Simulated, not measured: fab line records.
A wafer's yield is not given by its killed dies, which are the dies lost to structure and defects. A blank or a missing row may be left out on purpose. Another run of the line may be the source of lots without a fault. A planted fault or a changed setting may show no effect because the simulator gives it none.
fab line records    flow n5-finfet
record: lots: 9  wafers: 26  last-day: 17
route steps=1938 shown BEOL_M0_SAQP@669 BEOL_M4@1111 PASSIVATION@1936
lots untouched by any fault: they come from a run of this same line in which no faults occurred
start-h: start of the lot's first displayed wafer, in hours after the record's first day    wait-h: hours from the lot's prior step to this one    " as in the row above    L1.1+2: a row that stands for several wafers    - no value, or no start given    * or withheld: withheld    < > ~ a bound
route shown NAME@n: NAME is a module with steps in the file, n the number in the route of the first one    usual: average and standard deviation across the fault-free wafers    same: alike in all rows    chamber/n: place in a boat    sites: readings site by site    _std_site: the standard deviation of these    _edge_site: mean of outer sites minus mean of inner sites    radius-mm: how far each site lies from the wafer's centre    mask NAME#n: copy n    behind: tool/chamber where the wafer was last shaped    hold: why the lot went on hold/how many hours it stayed there/how the hold came to an end    device: which transistor (n, p or np) failed to switch    end of line: the route-end tests of the same wafers    a step without rows: its recipe alone    killed: dies lost to structure and defects at the first sort, not the wafer's yield    map: a wafer's dies, x killed, . not, _ none there
set.NAME: setting as actually run; set.NAME@STEP: the setting as run at that earlier step    model.NAME: the simulator's own value behind a step, which no gauge read
route steps across a sampled set of lots; one table per step, one row per wafer
services: the hour from which a tool's chamber was out of use, counted from the record's first day as start-h (under 0 if before that day), plus the number of hours and why
== steps ==
step: N5_BEOL_M0_SAQP_MANDREL_ETCH_103
recipe: chemistry: HBr/Cl2  target: a-Si  target-depth-a: 450  bt-time-s: 10  stop-on: SiCN  mask-material: SiO2  over-etch-frac: 0.8  time-s: 27  pressure-mtorr: 10  icp-w: 800  bias-w: 75  HBr_flow_sccm: 150  Cl2_flow_sccm: 80  ends: end-point
usual: drypump-motor-current-A: 5.5/0.4  oes-product-au: 0.685/0.011  throttle-valve-pct: 35.2/0.34
lot.wafer  tool       chamber  start-h  wait-h  drypump-motor-current-A  oes-product-au  rf-hours-counter-h  throttle-valve-pct
L852.1     rie-si-05  0        115.93   0.0     5.6                      0.676           127                 35.4
L852.5     "          1        "        "       5.3                      0.674           -                   35.0
L853.3     rie-si-02  2        119.69   0.0     5.6                      0.686           84                  34.8
L853.4     "          0        "        "       5.1                      0.695           25                  35.6
L853.6     "          0        "        "       5.2                      0.690           -                   35.6
L855.1     rie-si-02  0        134.75   0.0     5.1                      0.676           26                  35.7
L855.5     "          2        "        "       5.6                      0.682           -                   34.8
L855.6     "          1        "        "       5.2                      0.688           -                   35.0
L861.3     rie-si-02  0        170.68   0.0     5.1                      0.669           26                  35.7
L861.4     "          3        "        "       5.3                      0.684           136                 34.8
L861.5     "          0        "        "       5.2                      0.698           -                   35.6
L864.1     rie-si-01  3        191.73   0.0     6.3                      0.676           68                  35.6
L864.4     "          2        "        "       5.0                      0.683           152                 35.3
L864.5     "          1        "        "       6.3                      0.712           -                   35.2
L870.2     rie-si-02  1        221.73   0.0     5.2                      0.683           28                  35.0
L870.4     "          0        "        "       5.1                      0.682           27                  35.6
L870.5     "          2        "        "       5.6                      0.698           -                   34.8
L871.1     rie-si-01  0        226.18   0.0     5.7                      0.678           5                   34.7
L871.2     "          1        "        "       6.3                      0.705           164                 35.2
L871.4     "          3        "        "       6.3                      0.683           68                  35.6
L872.1     rie-si-05  2        229.82   0.0     5.9                      0.665           37                  35.8
L872.4     "          3        "        "       5.8                      0.678           6                   35.2
L872.5     "          3        "        "       5.8                      0.679           -                   35.2
L873.1     rie-si-02  3        242.90   0.0     5.3                      0.691           137                 34.8
L873.2     "          1        "        "       5.2                      0.685           28                  35.1
L873.3     "          0        "        "       5.2                      0.683           27                  35.7
step: N5_BEOL_M0_SAQP_ETCH_106
recipe: chemistry: N2/H2  target: SOC  target-depth-a: 1500  stop-on: SiNx  ion-energy-ev: 100  bias-w: 61  pressure-mtorr: 30  source-w: 850  n2-flow-sccm: 200  h2-flow-sccm: 200
usual: drypump-motor-current-A: 5.7/0.59  n2-flow-sccm: 200.0/0.61  oes-product-au: 0.80/0.07  rf-vpp-V: 240.7/1.2  showerhead-plenum-p-Torr: 2.54/0.054  throttle-valve-pct: 17.75/0.2
lot.wafer  tool         chamber  start-h  wait-h  drypump-motor-current-A  n2-flow-sccm  oes-product-au  rf-hours-counter-h  rf-vpp-V  showerhead-plenum-p-Torr  throttle-valve-pct
L852.1     rie-diel-03  0        116.68   -       5.3                      199.5         0.85            60                  239.1     2.48                      17.75
L852.5     "            2        "        "       5.7                      200.7         0.71            -                   242.9     2.61                      17.81
L853.3     rie-diel-02  2        120.22   -       6.4                      199.5         0.73            146                 242.7     2.53                      17.81
L853.4     "            1        "        "       5.7                      200.0         0.81            -                   239.6     2.46                      17.76
L853.6     "            2        "        "       6.4                      200.1         0.72            -                   241.3     2.53                      17.81
L855.1     rie-diel-03  1        135.37   -       4.8                      200.2         0.94            3                   242.9     2.62                      17.57
L855.5     "            1        "        "       4.8                      199.6         0.94            -                   241.9     2.62                      17.60
L855.6     "            2        "        "       5.8                      199.9         0.70            -                   241.4     2.61                      17.80
L861.3     rie-diel-03  0        171.21   -       5.3                      199.7         0.83            75                  239.0     2.47                      17.78
L861.4     "            2        "        "       5.7                      198.8         0.70            229                 242.3     2.60                      17.83
L861.5     "            3        "        "       6.6                      200.4         0.81            -                   241.3     2.57                      17.67
L864.1     rie-diel-03  3        192.25   -       6.7                      199.6         0.80            92                  242.4     2.57                      17.67
L864.4     "            0        "        "       5.3                      199.8         0.83            -                   239.5     2.47                      17.78
L864.5     "            1        "        "       4.8                      199.2         0.88            -                   241.3     2.61                      17.63
L870.2     rie-diel-05  3        222.25   -       6.4                      200.7         0.79            98                  239.3     2.48                      18.16
L870.4     "            1        "        "       5.6                      200.4         0.72            174                 240.2     2.61                      17.55
L870.5     "            0        "        "       5.8                      200.2         0.70            -                   240.5     2.50                      17.95
L871.1     rie-diel-02  3        226.71   -       5.4                      200.3         0.72            176                 240.1     2.56                      18.26
L871.2     "            0        "        "       5.4                      200.2         0.86            62                  239.6     2.50                      17.47
L871.4     "            1        "        "       5.7                      200.9         0.78            105                 240.3     2.45                      17.78
L872.1     rie-diel-03  3        230.35   -       6.6                      199.3         0.79            103                 242.1     2.56                      17.66
L872.4     "            2        "        "       5.7                      199.7         0.68            239                 241.8     2.60                      17.83
L872.5     "            2        "        "       5.8                      199.5         0.69            -                   241.1     2.60                      17.85
L873.1     rie-diel-03  3        243.43   -       6.6                      199.6         0.79            107                 241.9     2.56                      17.67
L873.2     "            1        "        "       4.8                      200.3         0.86            35                  241.8     2.60                      17.64
L873.3     "            2        "        "       5.8                      198.8         0.68            244                 242.2     2.60                      17.85
step: N5_BEOL_M0_SAQP_CD_MEAS_29
recipe: target-cd-nm: 14.4  landing-energy-ev: 1000  detector: se-inlens
usual: cd-nm: 15.02/0.24
lot.wafer  tool       chamber  start-h  wait-h  cd-nm
L852.1     cd-sem-01  0        117.73   0.1     15.31
L852.5     "          0        "        "       14.98
L853.3     cd-sem-03  0        121.28   0.1     14.38
L853.4     "          0        "        "       15.07
L853.6     "          0        "        "       15.42
L855.1     cd-sem-03  0        137.47   0.1     15.37
L855.5     "          0        "        "       15.51
L855.6     "          0        "        "       15.21
L861.3     cd-sem-02  0        172.40   0.1     15.28
L861.4     "          0        "        "       15.40
L861.5     "          0        "        "       14.85
L864.1     cd-sem-02  0        193.66   0.1     15.17
L864.4     "          0        "        "       15.18
L864.5     "          0        "        "       15.17
L870.2     cd-sem-02  0        223.35   0.1     15.04
L870.4     "          0        "        "       15.01
L870.5     "          0        "        "       15.21
L871.1     cd-sem-01  0        227.76   0.1     14.58
L871.2     "          0        "        "       14.96
L871.4     "          0        "        "       15.16
L872.1     cd-sem-01  0        231.72   0.1     15.41
L872.4     "          0        "        "       14.82
L872.5     "          0        "        "       15.12
L873.1     cd-sem-03  0        244.52   0.1     14.95
L873.2     "          0        "        "       15.46
L873.3     "          0        "        "       15.14
step: N5_BEOL_M0_SAQP_ETCH_73
recipe: chemistry: CF4  target: SiARC  target-depth-a: 195  mask-material: CAR-EUV  time-s: 32.5  ion-energy-ev: 80  pressure-mtorr: 40  source-w: 545  bias-w: 36  Ar_flow_sccm: 100  cf4-flow-sccm: 100  ends: cleared
usual: drypump-motor-current-A: 5.7/0.56  etch-rf-on-time-s: 32.1/0.74  oes-product-au: 0.69/0.063  rf-vpp-V: 184.0/0.97  showerhead-plenum-p-Torr: 2.14/0.047  throttle-valve-pct: 15.51/0.2
lot.wafer  tool         chamber  start-h  wait-h  drypump-motor-current-A  etch-rf-on-time-s  oes-product-au  rf-hours-counter-h  rf-vpp-V  showerhead-plenum-p-Torr  throttle-valve-pct
L852.1     rie-diel-03  2        118.21   0.0     5.7                      32.2               0.61            214                 184.2     2.21                      15.72
L852.5     "            2        "        "       5.7                      32.4               0.61            -                   183.6     2.21                      15.72
L853.3     rie-diel-02  1        121.88   0.0     5.7                      31.5               0.71            74                  182.4     2.08                      15.39
L853.4     "            1        "        "       5.7                      31.7               0.71            -                   184.0     2.08                      15.39
L853.6     "            0        "        "       5.4                      30.7               0.80            -                   184.6     2.09                      15.00
L855.1     rie-diel-03  2        138.08   0.0     5.7                      32.4               0.61            219                 184.2     2.21                      15.72
L855.5     "            1        "        "       4.8                      32.4               0.81            -                   184.7     2.19                      15.35
L855.6     "            2        "        "       5.7                      32.4               0.60            -                   186.7     2.21                      15.72
L861.3     rie-diel-02  3        173.02   0.0     5.4                      32.9               0.63            160                 184.6     2.11                      15.67
L861.4     "            1        "        "       5.7                      32.1               0.70            89                  184.5     2.07                      15.42
L861.5     "            2        "        "       6.5                      33.1               0.61            -                   184.7     2.14                      15.78
L864.1     rie-diel-02  3        194.27   0.0     5.4                      33.3               0.62            166                 183.1     2.10                      15.69
L864.4     "            0        "        "       5.4                      31.5               0.76            52                  182.8     2.08                      15.04
L864.5     "            1        "        "       5.7                      19.9               0.93            -                   184.2     2.07                      15.44
L870.2     rie-diel-02  2        224.05   0.0     6.5                      33.3               0.59            176                 184.3     2.13                      15.80
L870.4     "            3        "        "       5.4                      32.9               0.62            175                 182.9     2.10                      15.71
L870.5     "            0        "        "       5.4                      19.4               1.01            -                   182.0     2.08                      15.05
L871.1     rie-diel-05  2        228.25   0.0     5.9                      31.3               0.69            115                 183.8     2.16                      15.45
L871.2     "            1        "        "       5.7                      32.5               0.63            177                 185.9     2.20                      15.48
L871.4     "            0        "        "       5.9                      33.3               0.60            -                   185.2     2.12                      15.73
L872.1     rie-diel-05  2        232.33   0.0     5.9                      31.4               0.69            116                 183.6     2.16                      15.44
L872.4     "            3        "        "       6.4                      32.3               0.69            98                  182.1     2.10                      15.83
L872.5     "            3        "        "       6.4                      32.1               0.69            -                   182.8     2.10                      15.84
L873.1     rie-diel-03  0        245.46   0.0     5.3                      31.9               0.71            97                  182.2     2.08                      15.49
L873.2     "            1        "        "       4.8                      31.7               0.75            36                  185.9     2.18                      15.43
L873.3     "            3        "        "       6.6                      31.6               0.68            108                 185.1     2.16                      15.45
step: N5_BEOL_M4_RC_MEAS_101
usual: DIBL_N: 36.0/2.2  DIBL_P: 35.9/2.6  IOFF_N: 0.16/0.038  IOFF_P: 0.21/0.042  ION_N: 675/15  ION_P: 463/10  SS_N: 71.5/0.62  SS_P: 73.2/0.76  VT_N: 250/4.1  VT_P: -251/3.6
lot.wafer  tool       chamber  start-h  wait-h  DIBL_N[mV/V]  DIBL_P[mV/V]  IOFF_N[nA/um]  IOFF_P[nA/um]  ION_N[uA/um]  ION_P[uA/um]  SS_N[mV/dec]  SS_P[mV/dec]  VT_N[mV]  VT_P[mV]
L852.1     prober-01  0        168.74   0.0     37.3          37.3          0.17           0.21           674           461           71.5          73.2          251       -254
L852.5     "          0        "        "       35.4          35.0          0.14           0.19           667           454           71.6          72.4          251       -253
L853.3     prober-02  0        168.92   0.3     36.3          37.2          0.17           0.21           675           458           72.3          73.5          249       -252
L853.4     "          0        "        "       35.1          36.8          0.15           0.19           662           454           71.6          73.3          251       -252
L853.6     "          0        "        "       32.8          34.1          0.12           0.16           672           463           70.7          72.1          253       -255
L855.1     prober-01  0        192.73   0.0     32.4          31.1          0.10           0.14           662           457           71.0          72.7          259       -258
L855.5     "          0        "        "       32.1          31.3          0.10           0.14           648           454           70.5          72.4          260       -257
L855.6     "          0        "        "       34.7          33.8          0.13           0.18           674           465           71.4          74.1          255       -251
L861.3     prober-01  0        227.78   0.3     32.1          32.0          0.11           0.13           679           457           70.8          71.7          251       -258
L861.4     "          0        "        "       37.1          37.1          0.16           0.19           687           463           72.5          72.6          250       -254
L861.5     "          0        "        "       35.9          37.0          0.15           0.20           676           453           71.3          72.6          247       -252
L864.1     prober-02  0        253.67   0.0     35.7          35.0          0.15           0.19           671           464           70.9          72.2          248       -250
L864.4     "          0        "        "       32.8          31.4          0.11           0.15           670           458           70.7          72.1          253       -254
L864.5     "          0        "        "       36.7          34.6          0.16           0.19           669           457           71.8          72.8          249       -250
L870.2     prober-02  0        281.27   0.2     38.6          39.0          0.18           0.23           675           464           71.9          73.4          249       -250
L870.4     "          0        "        "       39.9          42.4          0.22           0.29           696           482           72.1          73.9          245       -248
L870.5     "          0        "        "       38.5          39.0          0.20           0.25           689           472           71.6          73.0          246       -250
L872.1     prober-02  0        290.17   0.0     35.9          36.9          0.17           0.28           684           476           71.5          74.2          249       -243
L872.4     "          0        "        "       32.9          32.5          0.12           0.19           663           462           70.3          72.6          255       -249
L872.5     "          0        "        "       33.8          31.9          0.12           0.18           656           454           70.8          72.2          252       -251
L871.1     prober-02  0        293.57   0.0     38.0          39.0          0.20           0.25           685           465           72.1          74.5          248       -251
L871.2     "          0        "        "       34.9          35.5          0.15           0.19           689           469           71.6          73.0          250       -250
L871.4     "          0        "        "       34.1          34.3          0.13           0.18           664           458           71.3          73.1          253       -254
L873.1     prober-01  0        306.25   0.0     37.4          40.0          0.21           0.26           678           458           71.8          74.5          242       -250
L873.2     "          0        "        "       33.0          33.5          0.14           0.17           679           467           71.5          72.5          249       -254
L873.3     "          0        "        "       37.6          40.5          0.22           0.25           692           470           72.9          74.6          244       -249
step: N5_PASSIVATION_PROBE_49
usual: defect-limited-yield: 91.4/1.6  killed_at_M0_to_M3: 35/10  killed_at_M4_up: 12/4.7  killed-at-contacts: 12/5.8  killed-at-front-end: 38/12  killed-at-other: 4/3.2  killed-dies: 102/18  killed-open: 68/14  killed-short: 32/8  sort_bin_5_function: 5.1/0.96  sort_bin_6_memory: 3.2/0.77  sort-n-pass: 1078/20  sort-yield-pct: 91.3/1.7
same: gross-dies: 1180  killed-at-back-side: 0  sort_bin_4_leakage[%]: 0  sort_bin_8_speed[%]: 0
lot.wafer  tool       chamber  start-h  wait-h  defect-limited-yield[%]  killed_at_M0_to_M3  killed_at_M4_up  killed-at-contacts  killed-at-front-end  killed-at-other  killed-dies  killed-open  killed-short  sort_bin_5_function[%]  sort_bin_6_memory[%]  sort-n-pass  sort-yield-pct[%]
L852.1     prober-02  -        275.55   0.0     93.6                     31                  10               7                   24                   4                76           45           30            3.8                     2.4                   1104         93.6
L852.5     prober-02  -        275.75   0.2     90.9                     31                  23               10                  36                   7                107          78           21            4.5                     3.7                   1073         90.9
L855.1     prober-01  -        291.88   0.0     88.8                     38                  20               9                   64                   1                132          86           46            5.8                     5.0                   1048         88.8
L855.5     prober-01  -        292.08   0.2     88.6                     38                  18               17                  60                   1                134          96           38            6.6                     4.2                   1046         88.6
L855.6     prober-01  -        292.13   0.3     89.0                     41                  18               16                  50                   5                130          75           55            5.8                     4.4                   1050         89.0
L861.3     prober-02  -        337.05   0.1     92.7                     36                  10               5                   31                   4                86           48           36            5.2                     1.9                   1094         92.7
L861.4     prober-02  -        337.10   0.2     91.0                     40                  17               6                   40                   3                106          70           34            4.4                     4.1                   1074         91.0
L861.5     prober-02  -        337.15   0.2     92.4                     31                  13               10                  34                   2                90           57           33            4.3                     3.1                   1090         92.4
L870.2     prober-02  -        391.10   0.7     90.7                     36                  16               9                   44                   5                110          67           42            5.9                     3.2                   1070         90.7
L870.4     prober-02  -        391.20   0.8     91.5                     31                  13               13                  36                   7                100          62           37            4.9                     3.1                   1080         91.5
L870.5     prober-02  -        391.25   0.8     93.3                     16                  17               9                   31                   6                79           48           31            3.6                     2.7                   1101         93.3
L871.1     prober-01  -        394.30   0.0     93.0                     18                  8                10                  35                   12               83           52           31            4.4                     2.5                   1097         93.0
L871.4     prober-01  -        394.45   0.2     90.4                     30                  12               11                  52                   8                113          79           34            6.4                     3.1                   1067         90.4
killed by level:class
L852.1 BEOL_M2:geometric-particle:open=8 BEOL_M0_SAQP:geometric-particle:short=7 BEOL_M3:geometric-particle:open=5 MOL_CONTACT_COAG:geometric-particle:open=4 GATE_CUT:geometric-particle:short=4 STI_FIN_REVEAL:geometric-particle:open=3 BEOL_M0_SAQP:geometric-particle:open=3 MOL_CONTACT_COAG:geometric-particle:short=3
L852.5 MOL_CONTACT_COAG:geometric-particle:open=10 BEOL_M1:geometric-particle:open=10 BEOL_M4:geometric-particle:open=9 GATE_CUT:geometric-particle:open=7 BEOL_M2:geometric-particle:open=7 HKMG_FIN:area-etch=7 FIN_SAQP:geometric-particle:open=6 FIN_SAQP:geometric-particle:short=5
L855.1 FIN_SAQP:geometric-particle:open=15 BEOL_M0_SAQP:geometric-particle:open=14 BEOL_M4:geometric-particle:open=14 STI_FIN_REVEAL:geometric-particle:open=13 FIN_SAQP:geometric-particle:short=10 BEOL_M0_SAQP:geometric-particle:short=9 GATE_CUT:geometric-particle:short=7 MOL_CONTACT_COAG:geometric-particle:open=7
L855.5 FIN_SAQP:geometric-particle:open=18 DUMMY_GATE:geometric-particle:open=12 MOL_CONTACT_COAG:geometric-particle:open=12 BEOL_M0_SAQP:geometric-particle:short=11 BEOL_M0_SAQP:geometric-particle:open=11 BEOL_M4:geometric-particle:open=10 FIN_SAQP:geometric-particle:short=9 STI_FIN_REVEAL:geometric-particle:open=9
L855.6 BEOL_M0_SAQP:geometric-particle:short=14 FIN_SAQP:geometric-particle:open=11 BEOL_M0_SAQP:geometric-particle:open=11 MOL_CONTACT_COAG:geometric-particle:open=9 FIN_SAQP:geometric-particle:short=8 MOL_CONTACT_COAG:geometric-particle:short=7 BEOL_M4:geometric-particle:open=7 BEOL_M1:geometric-particle:open=6
L861.3 BEOL_M0_SAQP:geometric-particle:short=11 BEOL_M1:geometric-particle:open=8 BEOL_M0_SAQP:geometric-particle:open=8 FIN_SAQP:geometric-particle:short=4 DUMMY_GATE:geometric-particle:open=4 GATE_CUT:geometric-particle:short=4 MOL_CONTACT_COAG:geometric-particle:open=4 BEOL_M4:geometric-particle:open=4
L861.4 BEOL_M0_SAQP:geometric-particle:open=12 BEOL_M4:geometric-particle:open=11 BEOL_M1:geometric-particle:open=9 DUMMY_GATE:geometric-particle:open=6 BEOL_M0_SAQP:geometric-particle:short=6 BEOL_M3:geometric-particle:open=6 FIN_SAQP:geometric-particle:short=5 FIN_SAQP:geometric-particle:open=5
L861.5 FIN_SAQP:geometric-particle:short=14 BEOL_M1:geometric-particle:open=11 BEOL_M4:geometric-particle:open=8 FIN_SAQP:geometric-particle:open=6 MOL_CONTACT_COAG:geometric-particle:open=6 BEOL_M0_SAQP:geometric-particle:open=6 BEOL_M2:geometric-particle:short=5 MOL_CONTACT_COAG:geometric-particle:short=4
L870.2 STI_FIN_REVEAL:geometric-particle:open=13 BEOL_M0_SAQP:geometric-particle:short=11 MOL_CONTACT_COAG:geometric-particle:open=9 BEOL_M3:geometric-particle:open=9 BEOL_M0_SAQP:geometric-particle:open=7 STARTING-WAFER:geometric-particle:short=7 FIN_SAQP:geometric-particle:open=5 BEOL_M4:geometric-particle:open=5
L870.4 MOL_CONTACT_COAG:geometric-particle:open=10 BEOL_M1:geometric-particle:open=8 BEOL_M3:geometric-particle:open=8 FIN_SAQP:geometric-particle:open=6 GATE_CUT:geometric-particle:short=5 BEOL_M1:geometric-particle:short=5 DUMMY_GATE:geometric-particle:open=4 BEOL_M0_SAQP:geometric-particle:open=4
L870.5 FIN_SAQP:geometric-particle:short=5 MOL_CONTACT_COAG:geometric-particle:short=5 BEOL_M0_SAQP:geometric-particle:short=5 BEOL_M1:geometric-particle:open=5 FIN_SAQP:geometric-particle:open=4 STI_FIN_REVEAL:geometric-particle:open=4 MOL_CONTACT_COAG:geometric-particle:open=4 BEOL_M7:geometric-particle:open=4
L871.1 STI_FIN_REVEAL:geometric-particle:open=15 MIM_TOP:geometric-particle:short=8 FIN_SAQP:geometric-particle:short=6 MOL_CONTACT_COAG:geometric-particle:short=5 DUMMY_GATE:geometric-particle:open=5 MOL_CONTACT_COAG:geometric-particle:open=5 BEOL_M2:geometric-particle:open=5 BEOL_M4:geometric-particle:open=5
L871.4 STI_FIN_REVEAL:geometric-particle:open=16 BEOL_M2:geometric-particle:open=10 MOL_CONTACT_COAG:geometric-particle:open=9 DUMMY_GATE:geometric-particle:open=8 FIN_SAQP:geometric-particle:short=6 BEOL_M3:geometric-particle:open=6 FIN_SAQP:geometric-particle:open=5 BEOL_M4:geometric-particle:open=5
== services ==
tool         chamber  start-h  hours  kind
rie-si-02    0        95.08    3.3    repair
rie-diel-02  2        95.78    4.7    repair
rie-diel-02  3        97.68    4.5    repair
rie-si-05    2        106.40   1.9    repair
rie-diel-03  1        109.14   -      clean
rie-diel-03  1        109.14   -      consumable-replace:focus-ring
rie-diel-03  1        109.14   17.6   scheduled-down
rie-diel-03  1        109.14   17.6   vent-cycle
rie-diel-02  3        119.31   7.9    repair
rie-diel-05  -        122.19   0.2    repair
rie-diel-05  3        129.67   16.7   repair
rie-diel-05  -        159.80   1.1    repair
rie-diel-03  2        189.48   14.7   repair
== key ==
first-sign: step: N5_BEOL_M0_SAQP_ETCH_73  reading: etch-rf-on-time-s  direction: down  sigmas: 17  usual: *  struck: *
effect: step: N5_BEOL_M0_SAQP_ETCH_73  reading: oes-product-au  direction: up  sigmas: 4.5  usual: 0.69  struck: 0.97
met-at N5_BEOL_M0_SAQP_ETCH_73
struck-lots L864,L870
struck-wafers L864.5,L870.5
not-acting-at N5_BEOL_M0_SAQP_MANDREL_ETCH_103,N5_BEOL_M0_SAQP_ETCH_106,N5_BEOL_M0_SAQP_CD_MEAS_29
onset-between 173.02 194.27
fault: kind: process-parameter-drift  tool: rie-diel-02  chamber: -  onset-h: 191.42  steps: N5_BEOL_M0_SAQP_ETCH_73  channel: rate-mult  offset: 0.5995  shape: step  end-h: 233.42  scope: struck-wafers-only
